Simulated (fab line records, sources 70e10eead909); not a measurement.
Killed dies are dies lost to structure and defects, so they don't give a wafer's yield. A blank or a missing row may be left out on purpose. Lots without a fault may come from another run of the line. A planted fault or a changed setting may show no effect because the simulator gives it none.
Which tool did it? | flow nand_harc | 12 lots, 36 wafers sampled, at 6 steps of a route of 1159

WHAT THE GAUGES READ, wafer by wafer
NHARC_A_ONON_D1_THK_MEAS_27: measures by ellipsometry. Usual: thk_nm 999 nm, standard deviation 10.
lot  | measured     | on            | thk_nm (nm)    | flag
L977 | day 9 01:40  | film_metro-01 | 677 679 677    | OFF
L978 | day 9 01:32  | film_metro-02 | 995 995 996    |
L980 | day 10 02:26 | film_metro-01 | 697 696 697    | OFF
L985 | day 11 03:31 | film_metro-01 | 999 1000 999   |
L986 | day 11 09:18 | film_metro-02 | 997 997 996    |
L990 | day 12 02:29 | film_metro-01 | 988 989 990    |
L991 | day 12 10:08 | film_metro-01 | 990 989 990    |
L992 | day 12 17:34 | film_metro-01 | 1008 1008 1008 |
L994 | day 13 02:22 | film_metro-01 | 1009 1011 1011 |
L993 | day 13 02:22 | film_metro-01 | 1001 1001 1003 |
L995 | day 13 21:06 | film_metro-02 | 998 996 998    |
L996 | day 13 21:11 | film_metro-02 | 1000 998 1000  |

NHARC_A_CHANNEL_HOLE_D1_INSPECT_12. Usual: raw_defect_count 5.4, standard deviation 2.6.
lot  | measured     | on                | raw_defect_count | flag
L978 | day 9 06:35  | defect_inspect-01 | 2 9 4            |
L985 | day 11 08:59 | defect_inspect-01 | 6 7 9            |
L986 | day 11 14:43 | defect_inspect-01 | 3 3 5            |
L990 | day 12 06:28 | defect_inspect-01 | 4 1 2            |
L991 | day 12 14:49 | defect_inspect-01 | 9 14 7           |
L992 | day 12 22:01 | defect_inspect-01 | 4 9 2            |
L994 | day 13 06:35 | defect_inspect-02 | 4 3 7            |
L993 | day 13 06:25 | defect_inspect-02 | 3 3 5            |
L995 | day 14 01:52 | defect_inspect-01 | 6 4 2            |
L996 | day 14 02:45 | defect_inspect-01 | 7 6 4            |

NHARC_END_SORT_01. Usual: killed_at_array 28, standard deviation 11; killed_at_other 0.6, standard deviation 0.85; killed_at_periphery 2.8, standard deviation 2.3; killed_dies 31, standard deviation 11; killed_open 3.1, standard deviation 1.6; killed_short 2.0, standard deviation 1.4.
lot  | measured     | on        | killed_at_array | killed_at_other | killed_at_periphery | killed_dies | killed_open | killed_short | flag
L977 | day 21 00:24 | prober-02 | 673 675 676     | 0 0 0           | 4 2 1               | 677 677 677 | 5 2 2       | 4 2 2        | OFF
L980 | day 20 19:49 | prober-01 | 674 674 676     | 1 1 1           | 2 2 0               | 677 677 677 | 6 1 4       | 1 7 3        | OFF

WHICH TOOL RAN EACH LOT (tool, then ch and the chambers of the sampled wafers, then the start)
lot  | NHARC_A_ZERO_WELL_DESCUM_12        | NHARC_A_ONON_D1_DEP_25           | NHARC_A_CHANNEL_HOLE_D1_ETCH_39
L977 | rie_diel-11 ch 1,2,3, day 7 13:43  | pecvd_onon-04 ch 0, day 9 01:14  | -
L978 | rie_diel-12 ch 0,2,3, day 7 15:22  | pecvd_onon-03 ch 0, day 9 01:02  | rie_diel-04 ch 1,3, no start
L980 | rie_diel-06 ch 0,3, day 8 15:36    | pecvd_onon-04 ch 0, day 10 02:02 | -
L985 | rie_diel-11 ch 0,1,3, day 9 15:43  | pecvd_onon-03 ch 0, day 11 03:04 | rie_diel-04 ch 0,2,3, no start
L986 | rie_diel-11 ch 0,1,3, day 9 17:31  | pecvd_onon-02 ch 0, day 11 08:48 | rie_diel-05 ch 0,2,3, no start
L990 | rie_diel-12 ch 1,2, day 10 16:08   | pecvd_onon-02 ch 0, day 12 02:05 | rie_diel-13 ch 1,3, no start
L991 | rie_diel-12 ch 0,2, day 10 22:32   | pecvd_onon-04 ch 0, day 12 09:41 | rie_diel-05 ch 1,2, no start
L992 | rie_diel-12 ch 1,2,3, day 11 07:42 | pecvd_onon-04 ch 0, day 12 17:07 | rie_diel-13 ch 0,2,3, no start
L994 | rie_diel-12 ch 0,1, day 11 13:04   | pecvd_onon-04 ch 0, day 13 01:52 | rie_diel-13 ch 0,1, no start
L993 | rie_diel-11 ch 1,2, day 11 13:28   | pecvd_onon-03 ch 0, day 13 01:51 | rie_diel-13 ch 0,2,3, no start
L995 | rie_diel-12 ch 0,2,3, day 12 09:44 | pecvd_onon-03 ch 0, day 13 20:35 | rie_diel-13 ch 0,1,3, no start
L996 | rie_diel-11 ch 0,2,3, day 12 10:19 | pecvd_onon-04 ch 0, day 13 20:40 | rie_diel-04 ch 1,2,3, no start
- NHARC_A_ZERO_WELL_DESCUM_12: chemistry O2, time 3 s.
- NHARC_A_ONON_D1_DEP_25: target thk 1000 nm.
- NHARC_A_CHANNEL_HOLE_D1_ETCH_39: etches the open film in N2/H2, target depth 260 nm, time 325 s.

WHAT THE TOOLS THEMSELVES READ (means of the sampled wafers that have a number; where no wafer has one, the mark that the record gives instead)
NHARC_A_ZERO_WELL_DESCUM_12. Usual: drypump_motor_current_A 5.7 A, standard deviation 0.4; oes_product_au 0.993 a.u., standard deviation 0.011; rf_vpp_V 57.7 V, standard deviation 0.96; showerhead_plenum_p_Torr 1.90 Torr, standard deviation 0.095; throttle_valve_pct 11.311 %, standard deviation 0.01.
lot  | tool        | drypump_motor_current_A (A) | oes_product_au (a.u.) | rf_vpp_V (V) | showerhead_plenum_p_Torr (Torr) | throttle_valve_pct (%) | flag
L977 | rie_diel-11 | 5.7                         | 0.991                 | 57.5         | 1.87                            | 11.323                 |
L978 | rie_diel-12 | 6.2                         | 0.999                 | 58.2         | 1.96                            | 11.303                 |
L980 | rie_diel-06 | 5.3                         | 0.996                 | 58.0         | 1.99                            | 11.312                 |
L985 | rie_diel-11 | 5.6                         | 0.992                 | 57.1         | 1.86                            | 11.306                 |
L986 | rie_diel-11 | 5.6                         | 0.996                 | 58.2         | 1.86                            | 11.318                 |
L990 | rie_diel-12 | 6.1                         | 0.992                 | 57.7         | 1.86                            | 11.311                 |
L991 | rie_diel-12 | 6.0                         | 0.978                 | 57.2         | 1.89                            | 11.307                 |
L992 | rie_diel-12 | 6.2                         | 1.004                 | 57.9         | 1.95                            | 11.307                 |
L994 | rie_diel-12 | 5.7                         | 0.999                 | 57.6         | 1.81                            | 11.303                 |
L993 | rie_diel-11 | 5.6                         | 0.976                 | 57.1         | 1.86                            | 11.309                 |
L995 | rie_diel-12 | 6.2                         | 0.995                 | 57.4         | 1.96                            | 11.306                 |
L996 | rie_diel-11 | 5.6                         | 0.997                 | 57.2         | 1.84                            | 11.322                 |

NHARC_A_CHANNEL_HOLE_D1_ETCH_39. Usual: drypump_motor_current_A 5.8 A, standard deviation 0.55; oes_product_au 1.000 a.u., standard deviation 0.0097; rf_fwd_power_W 399.0 W, standard deviation 1.3; rf_vpp_V 429.4 V, standard deviation 2.2; showerhead_plenum_p_Torr 2.00 Torr, standard deviation 0.076; throttle_valve_pct 14.172 %, standard deviation 0.008.
lot  | tool        | drypump_motor_current_A (A) | oes_product_au (a.u.) | rf_fwd_power_W (W) | rf_vpp_V (V) | showerhead_plenum_p_Torr (Torr) | throttle_valve_pct (%) | flag
L978 | rie_diel-04 | 5.5                         | 1.004                 | 397.2              | 430.2        | 2.07                            | 14.176                 |
L985 | rie_diel-04 | 5.5                         | 1.002                 | 399.2              | 429.6        | 2.02                            | 14.172                 |
L986 | rie_diel-05 | 5.8                         | 1.001                 | 398.8              | 430.3        | 2.03                            | 14.164                 |
L990 | rie_diel-13 | 5.3                         | 1.004                 | 400.5              | 429.3        | 2.01                            | 14.177                 |
L991 | rie_diel-05 | 6.0                         | 0.994                 | 399.3              | 429.6        | 2.01                            | 14.174                 |
L992 | rie_diel-13 | 5.9                         | 1.001                 | 399.4              | 428.2        | 1.93                            | 14.171                 |
L994 | rie_diel-13 | 6.4                         | 1.004                 | 400.4              | 427.8        | 1.96                            | 14.174                 |
L993 | rie_diel-13 | 5.8                         | 1.015                 | 398.6              | 427.5        | 1.93                            | 14.174                 |
L995 | rie_diel-13 | 5.9                         | 1.014                 | 398.9              | 430.0        | 1.99                            | 14.168                 |
L996 | rie_diel-04 | 5.4                         | 0.991                 | 398.5              | 429.6        | 2.03                            | 14.164                 |

THE ANSWER, worked out from the rows above alone
Rule: a lot is off if the mean of its wafers that have a number lies more than 3 standard deviations from the usual mean. A lot without any number at a reading at which 4 lots or more have one is off too. The other lots that the step has rows for count as sound. The gauges are gone through in route order, then the tools' own readings, and for those a lot's mean is taken as printed above. The first step at which some lot is off is used, and at that step the reading that is off furthest; a lot without a number counts as furthest.
Off: L977, L980, at NHARC_A_ONON_D1_THK_MEAS_27 (thk_nm).
A tool fits if, at a process step before that reading, it ran every lot that is off, and no sound lot after the first of them. The gauges at NHARC_A_ONON_D1_THK_MEAS_27 aren't tried: what is off there is off at NHARC_END_SORT_01 too, on other tools, and a gauge's error can't cause that. None of those tried fits.

WHAT THE SIMULATOR HAD PUT IN
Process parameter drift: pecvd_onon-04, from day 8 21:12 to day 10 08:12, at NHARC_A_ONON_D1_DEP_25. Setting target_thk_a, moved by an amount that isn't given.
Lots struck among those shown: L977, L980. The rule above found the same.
